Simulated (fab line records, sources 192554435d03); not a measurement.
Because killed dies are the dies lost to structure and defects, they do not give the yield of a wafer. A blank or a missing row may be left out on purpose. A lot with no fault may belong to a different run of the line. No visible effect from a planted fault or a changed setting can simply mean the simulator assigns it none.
Chamber matching ; flow n5_finfet ; 4 sister chambers for N5_BEOL_M0_SAQP_MANDREL1_REMOVE_100 on rie_si-04
The step chemistry HBr/Cl2/O2, target a-Si, stops on SiNx, bt time 10 s. 4 wafers are shown with their chamber, then 9 later ones without.

## EACH WAFER AND ITS CHAMBER
wafer;chamber;throttle_valve_pct (%)
L081.4;3;36.87
L083.5;2;36.89
L086.2;1;36.79
L086.6;0;37.09

## WAFERS MISSING THEIR CHAMBER
wafer;throttle_valve_pct (%)
L087.3;36.79
L087.4;36.89
L087.6;36.89
L096.1;37.11
L096.3;36.86
L096.6;37.08
L094.1;36.78
L094.2;36.90
L094.6;37.08

## WHICH CHAMBER EACH ONE RAN IN
wafer;from the rows above;in truth
L087.3;1;1
L087.4;2;2
L087.6;2;2
L096.1;0;0
L096.3;3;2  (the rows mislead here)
L096.6;0;0
L094.1;1;1
L094.2;2;2
L094.6;0;0
Correctly placed: 8 of 9. From these rows, 0 cannot be placed. Placed wrongly: 1.
How it was worked out, from the rows above alone: a wafer's distance from a chamber is the root of the sum, over the readings, of the square of ((its reading less the chamber's mean) divided by the reading's scatter). The wafer belongs to the nearest chamber; if the next one is less than 2 further off, it can't be placed. Each chamber's mean is taken over the wafers shown for it. The scatter: with one shown wafer a chamber, the root of the mean of the squares of how far each hidden wafer lies from its nearest shown one.
